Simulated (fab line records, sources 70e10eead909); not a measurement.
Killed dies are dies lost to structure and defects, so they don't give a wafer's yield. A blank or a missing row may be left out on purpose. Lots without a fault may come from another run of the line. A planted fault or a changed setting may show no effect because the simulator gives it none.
fab line records | flow nand_harc
record lots=6 wafers=18 last_day=32
route steps=1302 shown A_STAIRCASE@695 END@1302
lots that met no fault: from a run of the same line without faults
start_h: hours from the record's first day to the start of the lot's first wafer shown | wait_h: hours since the lot's step before | " the same as in the row above | L1.1+2: a row that stands for several wafers | - no value, or no start given | * or withheld: withheld | < > ~ a bound
route shown NAME@n: a module of which the file shows steps, and the number in the route of the first | usual: mean/standard deviation of fault-free wafers | same: alike in all rows | chamber/n: place in a boat | sites: the reading at each site | _std_site: their standard deviation | _edge_site: outer sites' mean less inner sites' | radius_mm: how far each site lies from the wafer's centre | mask NAME#n: copy n | behind: the tool/chamber that last shaped the wafer | hold: why the lot was held/for how many hours/how that ended | device: the transistor (n, p or np) that didn't switch | end of line: the same wafers' tests at the end of the route | a step without rows: its recipe alone | killed: dies lost to structure and defects at the first sort, not the wafer's yield | map: a wafer's dies, x killed, . not, _ none there
set.NAME: the setting as run; set.NAME@STEP: as run at that earlier step | model.NAME: the simulator's own value behind a step, which no gauge read
lots at some steps of the route; a table a step, a row a wafer
services: from which hour (start_h, from the record's first day; less than 0 if before it) a tool's chamber was out of use, for how many hours, and why
## steps
# step NHARC_A_STAIRCASE_EXPOSE_181
# recipe na=0.5 dose_mj=27.87 mask_id=STAIR_2
# step NHARC_A_STAIRCASE_PEB_182
# recipe peb_temp_c=115 peb_time_s=130
# step NHARC_A_STAIRCASE_DEVELOP_183
# recipe time_s=140
# step NHARC_A_STAIRCASE_HARDBAKE_185
# recipe temp_c=120 time_s=140
# step NHARC_A_STAIRCASE_DESCUM_186
# recipe time_s=3 o2_flow_sccm=200 ar_flow_sccm=0 bias_power_w=0 chemistry=O2
# step NHARC_A_STAIRCASE_TRIM_187
# recipe time_s=211.2 o2_flow_sccm=500 ar_flow_sccm=0 bias_w=0 chemistry=O2
# step NHARC_A_STAIRCASE_ETCH_188
# recipe target_depth_a=1000 time_s=40.5 ion_energy_ev=400 c4f8_flow_sccm=20 o2_flow_sccm=10 ar_flow_sccm=withheld rf_w=600 bias_w=1000 chemistry=C4F8/O2
# usual chamber_pressure_mTorr=25.002/0.022 oes_product_au=0.940/0.015 rf_vpp_V=895/5.7
# columns lot.wafer tool chamber start_h wait_h chamber_pressure_mTorr oes_product_au rf_hours_counter_h rf_vpp_V
L108.2 rie_diel-10 2 - - 24.966 0.943 37 887
L108.6 " 2 " " 24.988 0.940 - 887
L108.5 " 3 " " 24.975 0.958 - 891
L109.2 rie_diel-11 0 - - 24.982 0.923 36 888
L109.3 " 3 " " 25.010 0.927 30 894
L109.6 " 0 " " 24.936 0.921 - 888
L116.2 rie_diel-11 2 - - 25.007 0.939 5 893
L116.4 " 3 " " 24.969 0.930 7 893
L116.6 " 2 " " 24.997 0.946 - 893
L117.3 rie_diel-11 1 - - 24.965 0.913 9 898
L117.4 " 3 " " 25.026 0.932 10 893
L117.5 " 0 " " 24.998 0.927 - 905
L124.1 rie_diel-13 0 - - 25.014 0.945 5 893
L124.2 " 2 " " 24.982 0.951 8 906
L124.5 " 2 " " 24.983 0.952 - 906
L127.3 rie_diel-13 0 - - 25.013 0.963 18 894
L127.2 " 1 " " 25.037 0.941 17 888
L127.6 " 2 " " 25.003 0.956 - 905
# step NHARC_A_STAIRCASE_TRIM_189
# recipe time_s=211.2 o2_flow_sccm=500 ar_flow_sccm=0 bias_w=0 chemistry=O2
# usual chamber_pressure_mTorr=59.99/0.057 drypump_motor_current_A=5.79/0.29 oes_product_au=0.998/0.0092 rf_vpp_V=57.7/0.96 run_length_s=232.5/0.45 showerhead_plenum_p_Torr=3.50/0.16 throttle_valve_pct=17.037/0.0082
# columns lot.wafer tool chamber start_h wait_h chamber_pressure_mTorr drypump_motor_current_A oes_product_au rf_hours_counter_h rf_vpp_V run_length_s showerhead_plenum_p_Torr throttle_valve_pct
L108.2 rie_diel-10 0 - - 59.98 5.61 1.006 46 56.2 232.5 3.50 17.049
L108.6 " 1 " " 59.99 5.53 1.004 - 57.6 232.7 3.54 17.037
L108.5 " 2 " " 60.04 5.27 1.004 - 57.2 231.8 3.27 17.033
L109.3 rie_diel-11 1 - - 59.98 5.48 0.998 37 59.5 233.0 3.58 17.028
L109.2 " 2 " " 59.96 5.93 0.991 33 58.0 232.8 3.43 17.030
L109.6 " 1 " " 59.95 5.48 0.990 - 56.9 232.3 3.58 17.032
L116.4 rie_diel-11 1 - - 60.01 5.49 0.980 5 57.7 232.7 3.57 17.044
L116.2 " 3 " " 60.05 5.95 0.997 7 57.9 232.3 3.46 17.030
L116.6 " 2 " " 59.97 5.94 1.006 - 58.2 232.6 3.42 17.042
L117.3 rie_diel-11 0 - - 60.04 6.19 1.003 11 59.0 232.0 3.80 17.043
L117.4 " 1 " " 60.07 5.51 0.994 9 57.1 232.4 3.57 17.042
L117.5 " 2 " " 59.96 5.95 1.006 - 57.0 232.3 3.42 17.020
L124.1 rie_diel-13 2 - - 59.96 6.21 0.997 8 59.2 232.2 3.80 17.030
L124.2 " 0 " " 60.10 5.72 1.009 5 56.5 233.3 3.46 17.024
L124.5 " 3 " " 59.90 5.46 0.977 - 57.7 232.3 3.38 17.029
L127.2 rie_diel-13 0 - - 60.12 5.72 1.022 18 58.5 233.1 3.45 17.039
L127.3 " 1 " " 59.99 5.65 0.988 17 58.8 232.6 3.31 17.038
L127.6 " 1 " " 60.03 5.65 0.978 - 55.2 232.6 3.31 17.034
# step NHARC_A_STAIRCASE_ETCH_190
# recipe target_depth_a=1000 time_s=40.5 ion_energy_ev=400 c4f8_flow_sccm=20 o2_flow_sccm=10 ar_flow_sccm=withheld rf_w=600 bias_w=1000 chemistry=C4F8/O2
# step NHARC_A_STAIRCASE_TRIM_191
# recipe time_s=211.2 o2_flow_sccm=500 ar_flow_sccm=0 bias_w=0 chemistry=O2
# usual chamber_pressure_mTorr=60.00/0.057 drypump_motor_current_A=5.77/0.29 oes_product_au=0.998/0.011 rf_vpp_V=57.7/0.88 run_length_s=232.5/0.43 showerhead_plenum_p_Torr=3.50/0.16 throttle_valve_pct=17.036/0.0083
# columns lot.wafer tool chamber start_h wait_h chamber_pressure_mTorr drypump_motor_current_A oes_product_au rf_hours_counter_h rf_vpp_V run_length_s showerhead_plenum_p_Torr throttle_valve_pct
L108.2 rie_diel-10 1 - - 59.92 5.51 0.998 43 57.0 232.3 3.54 17.041
L108.6 " 0 " " 60.08 5.60 0.991 - 56.1 232.5 3.50 17.025
L108.5 " 1 " " 60.02 5.55 1.006 - 57.5 232.5 3.54 17.021
L109.3 rie_diel-11 0 - - 60.01 6.23 0.996 36 58.2 232.3 3.29 17.025
L109.2 " 1 " " 59.99 5.48 0.992 37 56.4 232.6 3.58 17.034
L109.6 " 0 " " 60.05 6.20 0.992 - 57.0 232.0 3.29 17.033
L116.2 rie_diel-11 2 - - 60.03 5.93 0.987 5 57.9 232.2 3.42 17.037
L116.4 " 0 " " 60.04 6.21 0.985 7 58.6 232.2 3.80 17.041
L116.6 " 1 " " 59.89 5.45 0.996 - 58.3 232.4 3.57 17.036
L117.3 rie_diel-11 3 - - 60.04 5.94 0.991 10 56.5 232.3 3.46 17.041
L117.4 " 0 " " 59.96 6.21 0.988 11 58.6 232.2 3.80 17.022
L117.5 " 3 " " 60.01 5.91 1.000 - 58.0 232.0 3.46 17.042
L124.2 rie_diel-13 1 - - 60.02 5.64 0.982 8 56.5 233.0 3.31 17.031
L124.1 " 3 " " 59.94 5.43 0.978 5 58.8 232.4 3.38 17.033
L124.5 " 2 " " 59.97 6.20 1.010 - 58.7 232.3 3.80 17.043
L127.2 rie_diel-13 0 - - 60.07 5.74 1.015 18 56.8 233.6 3.45 17.042
L127.3 " 1 " " 59.93 5.65 0.972 17 56.8 232.6 3.31 17.042
L127.6 " 0 " " 59.98 5.72 1.000 - 57.4 233.8 3.45 17.037
# step NHARC_A_STAIRCASE_ETCH_192
# recipe target_depth_a=1000 time_s=40.5 ion_energy_ev=400 c4f8_flow_sccm=20 o2_flow_sccm=10 ar_flow_sccm=withheld rf_w=600 bias_w=1000 chemistry=C4F8/O2
# usual chamber_pressure_mTorr=25.000/0.023 oes_product_au=0.937/0.013 rf_vpp_V=895/5.8
# columns lot.wafer tool chamber start_h wait_h chamber_pressure_mTorr oes_product_au rf_hours_counter_h rf_vpp_V
L108.2 rie_diel-10 1 - - 24.979 0.933 43 898
L108.5 " 1 " " 25.000 0.943 - 895
L108.6 " 2 " " 25.021 0.942 - 887
L109.2 rie_diel-11 3 - - 25.033 0.940 30 893
L109.3 " 0 " " 25.007 0.925 36 888
L109.6 " 3 " " 24.966 0.941 - 893
L116.4 rie_diel-11 1 - - 24.984 0.935 6 899
L116.2 " 3 " " 24.954 0.950 7 893
L116.6 " 1 " " 25.000 0.920 - 898
L117.4 rie_diel-11 3 - - 25.017 0.924 11 894
L117.3 " 2 " " 25.012 0.947 9 894
L117.5 " 0 " " 25.005 0.926 - 906
L124.1 rie_diel-13 1 - - 25.051 0.936 8 889
L124.2 " 3 " " 25.030 0.929 5 892
L124.5 " 1 " " 24.987 0.943 - 887
L127.3 rie_diel-13 0 - - 25.013 0.952 18 894
L127.2 " 2 " " 25.017 0.962 17 906
L127.6 " 0 " " 24.966 0.955 - 894
# step NHARC_A_STAIRCASE_TRIM_193
# recipe time_s=211.2 o2_flow_sccm=500 ar_flow_sccm=0 bias_w=0 chemistry=O2
# usual chamber_pressure_mTorr=60.00/0.054 drypump_motor_current_A=5.79/0.3 oes_product_au=0.997/0.0097 rf_vpp_V=57.7/0.94 run_length_s=232.5/0.43 showerhead_plenum_p_Torr=3.50/0.16 throttle_valve_pct=17.037/0.009
# columns lot.wafer tool chamber start_h wait_h chamber_pressure_mTorr drypump_motor_current_A oes_product_au rf_hours_counter_h rf_vpp_V run_length_s showerhead_plenum_p_Torr throttle_valve_pct
L108.2 rie_diel-10 2 373.82 - 60.03 5.32 1.003 38 57.6 232.0 3.27 17.035
L108.6 " 0 " " 60.00 5.60 0.996 - 57.0 232.5 3.50 17.024
L108.5 " 1 " " 59.94 5.54 1.008 - 57.4 232.5 3.54 17.043
L109.2 rie_diel-11 3 375.15 - 60.02 5.93 0.997 30 58.8 232.3 3.47 17.033
L109.3 " 1 " " 60.06 5.47 0.993 37 57.9 232.7 3.58 17.029
L109.6 " 3 " " 60.01 5.91 0.989 - 58.6 232.3 3.47 17.044
L116.2 rie_diel-11 2 459.32 - 59.98 5.95 1.002 6 57.4 187.0 3.42 17.033
L116.4 " 0 " " 60.00 6.19 0.983 7 58.5 186.9 3.80 17.028
L116.6 " 3 " " 59.90 5.91 1.002 - 57.1 187.1 3.46 17.041
L117.4 rie_diel-11 1 476.56 - 59.98 5.49 0.990 9 58.7 187.3 3.57 17.035
L117.3 " 3 " " 59.97 5.92 0.990 11 58.1 187.3 3.46 17.037
L117.5 " 2 " " 60.01 5.96 1.001 - 59.3 187.4 3.42 17.022
L124.1 rie_diel-13 2 539.05 - 60.04 6.19 1.008 8 57.8 232.0 3.80 17.021
L124.2 " 1 " " 60.08 5.64 0.982 8 57.2 232.6 3.31 17.048
L124.5 " 2 " " 59.95 6.20 1.009 - 57.1 232.2 3.80 17.044
L127.2 rie_diel-13 1 572.69 - 59.89 5.64 0.989 17 56.6 232.7 3.31 17.032
L127.3 " 3 " " 60.00 5.45 0.994 18 56.5 232.3 3.37 17.025
L127.6 " 1 " " 59.92 5.65 0.986 - 57.9 232.6 3.31 17.033
# step NHARC_A_STAIRCASE_ETCH_194
# recipe target_depth_a=1000 time_s=40.5 ion_energy_ev=400 c4f8_flow_sccm=20 o2_flow_sccm=10 ar_flow_sccm=withheld rf_w=600 bias_w=1000 chemistry=C4F8/O2
# usual chamber_pressure_mTorr=25.003/0.022 oes_product_au=0.940/0.011 rf_vpp_V=895/5.7
# columns lot.wafer tool chamber start_h wait_h chamber_pressure_mTorr oes_product_au rf_hours_counter_h rf_vpp_V
L108.2 rie_diel-10 2 - - 25.014 0.938 38 886
L108.5 " 3 " " 25.031 0.950 - 890
L108.6 " 0 " " 24.983 0.924 - 894
L109.3 rie_diel-11 2 - - 24.988 0.949 33 893
L109.2 " 1 " " 25.025 0.943 37 898
L109.6 " 3 " " 24.999 0.939 - 895
L116.2 rie_diel-11 2 - - 25.017 0.942 6 892
L116.4 " 3 " " 25.041 0.939 7 893
L116.6 " 0 " " 25.028 0.943 - 907
L117.3 rie_diel-11 2 - - 25.045 0.944 9 893
L117.4 " 0 " " 25.005 0.946 11 905
L117.5 " 2 " " 25.022 0.942 - 890
L124.1 rie_diel-13 0 - - 25.004 0.961 5 892
L124.2 " 2 " " 25.003 0.943 8 907
L124.5 " 0 " " 25.044 0.959 - 895
L127.3 rie_diel-13 0 - - 25.026 0.948 18 893
L127.2 " 1 " " 24.997 0.932 17 889
L127.6 " 2 " " 25.000 0.953 - 905
# step NHARC_END_SORT_01
# recipe temp_c=25
# usual killed_at_array=53/18 killed_at_other=0.8/1.1 killed_at_periphery=4.1/2.7 killed_dies=58/18 killed_open=3.1/1.7 killed_short=2.7/1.7
# same gross_dies=677
# columns lot.wafer tool chamber start_h wait_h killed_at_array killed_at_other killed_at_periphery killed_dies killed_open killed_short
L109.2 prober-02 0 600.81 2.7 69 1 6 76 4 2
L109.3 prober-02 0 601.59 3.0 61 0 8 69 1 2
L109.6 prober-02 0 603.93 3.9 65 0 4 69 5 5
L108.2 prober-02 0 608.50 2.8 44 2 9 55 5 1
L108.5 prober-02 0 610.91 3.7 41 1 6 48 3 2
L108.6 prober-02 0 611.72 4.0 40 3 6 49 2 4
L116.2 prober-02 0 668.45 2.8 72 1 3 76 4 4
L116.4 prober-02 0 670.07 3.4 85 2 1 88 5 0
L116.6 prober-02 0 671.68 4.0 56 1 1 58 2 3
# killed by level:class
L109.2 A_CHANNEL_HOLE_D2:chamber_film_flake=40 A_CHANNEL_HOLE_D1:chamber_film_flake=15 A_CONTACT:chamber_film_flake=4 A_STAIRCASE:chamber_film_flake=3 P_CONTACT:chamber_film_flake=2 A_DECK1_JOINT:chamber_film_flake=2 P_GATE:geometric_particle:open=1 P_M1:geometric_particle:short=1
L109.3 A_CHANNEL_HOLE_D2:chamber_film_flake=36 A_CHANNEL_HOLE_D1:chamber_film_flake=14 P_CONTACT:chamber_film_flake=5 A_CONTACT:chamber_film_flake=3 A_ZERO_WELL:chamber_film_flake=2 A_CHANNEL_FILL_D1:chamber_film_flake=2 P_CONTACT:geometric_particle:short=1 A_ONON_D2:geometric_particle:open=1
L109.6 A_CHANNEL_HOLE_D1:chamber_film_flake=34 A_CHANNEL_HOLE_D2:chamber_film_flake=17 A_CONTACT:chamber_film_flake=5 P_CONTACT:chamber_film_flake=2 P_M0:geometric_particle:open=1 P_M1:geometric_particle:open=1 A_ONON_D1:geometric_particle:short=1 A_ONON_D2:geometric_particle:short=1
L108.2 A_SLIT:chamber_film_flake=19 A_CHANNEL_HOLE_D2:chamber_film_flake=7 A_WL_FILL:chamber_film_flake=6 P_GATE:chamber_film_flake=5 A_STAIRCASE:chamber_film_flake=4 P_CONTACT:chamber_film_flake=2 THIN_TSV:chamber_film_flake=2 P_STI:geometric_particle:open=1
L108.5 A_SLIT:chamber_film_flake=18 A_CHANNEL_HOLE_D2:chamber_film_flake=9 P_GATE:chamber_film_flake=3 A_WL_FILL:chamber_film_flake=3 A_ONON_D2:geometric_particle:short=2 A_STAIRCASE:chamber_film_flake=2 A_CONTACT:chamber_film_flake=2 P_GATE:geometric_particle:open=1
L108.6 A_SLIT:chamber_film_flake=22 A_CONTACT:chamber_film_flake=5 P_GATE:chamber_film_flake=4 THIN_TSV:chamber_film_flake=3 A_CHANNEL_HOLE_D2:chamber_film_flake=3 A_CHANNEL_HOLE_D1:chamber_film_flake=2 P_M2:geometric_particle:short=1 A_CHANNEL_FILL_D1:geometric_particle:short=1
L116.2 A_CHANNEL_HOLE_D1:chamber_film_flake=35 A_SLIT:chamber_film_flake=21 A_CHANNEL_HOLE_D2:unspecified=3 A_STAIRCASE:chamber_film_flake=3 P_CONTACT:geometric_particle:short=2 A_CHANNEL_FILL_D1:chamber_film_flake=2 A_WL_FILL:chamber_film_flake=2 P_M1:geometric_particle:open=1
L116.4 A_CHANNEL_HOLE_D1:chamber_film_flake=37 A_SLIT:chamber_film_flake=35 A_CONTACT:chamber_film_flake=3 A_STAIRCASE:chamber_film_flake=3 A_CHANNEL_FILL_D1:geometric_particle:open=2 A_CONTACT:geometric_particle:open=2 P_STI:chamber_film_flake=1 STARTING-WAFER:geometric_particle:open=1
L116.6 A_SLIT:chamber_film_flake=28 A_CHANNEL_HOLE_D1:chamber_film_flake=12 A_CHANNEL_FILL_D1:chamber_film_flake=4 A_CHANNEL_HOLE_D2:unspecified=4 A_CHANNEL_HOLE_D2:chamber_film_flake=2 P_CONTACT:geometric_particle:short=1 A_CHANNEL_FILL_D1:geometric_particle:short=1 A_DECK1_JOINT:geometric_particle:short=1
## services
# columns tool chamber start_h hours kind
rie_diel-10 3 360.61 7.2 repair
rie_diel-11 0 365.92 - clean
rie_diel-11 1 365.92 - clean
rie_diel-11 2 365.92 - clean
rie_diel-11 3 365.92 - clean
rie_diel-11 0 390.42 - clean
rie_diel-11 1 390.42 - clean
rie_diel-11 2 390.42 - clean
rie_diel-11 3 390.42 - clean
rie_diel-11 0 415.75 - clean
rie_diel-11 1 415.75 - clean
rie_diel-11 2 415.75 - clean
rie_diel-11 3 415.75 - clean
rie_diel-10 - 420.98 9.0 pm
rie_diel-13 0 428.43 10.0 repair
rie_diel-11 - 435.73 9.0 pm
rie_diel-11 0 435.73 9.0 vent_cycle
rie_diel-11 1 435.73 9.0 vent_cycle
rie_diel-11 2 435.73 9.0 vent_cycle
rie_diel-10 1 447.44 2.5 repair
rie_diel-11 1 513.47 17.3 repair
rie_diel-13 - 519.02 9.0 pm
rie_diel-13 1 533.64 5.1 repair
rie_diel-10 - 552.61 1.2 repair
## key
first_sign step=NHARC_A_STAIRCASE_TRIM_193 reading=run_length_s direction=down sigmas=99+ usual=* struck=*
effect none on later readings
met_at NHARC_A_STAIRCASE_TRIM_193
struck_wafers L116.2,L116.4,L116.6,L117.3,L117.4,L117.5
tester_left_out L116,L117
onset_between 375.15 459.32
fault kind=process_parameter_drift tool=rie_diel-11 chamber=- onset_h=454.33 steps=NHARC_A_STAIRCASE_TRIM_193 channel=time_s offset=* shape=step end_h=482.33 acts_in=* stated=*
# tester_left_out: of these lots the tester's yield and bins aren't shown, on N5 and GAA mostly nor the transistor test; their killed dies are dies lost to structure and defects alone, not to doping, threshold or leakage, so they don't give the yield
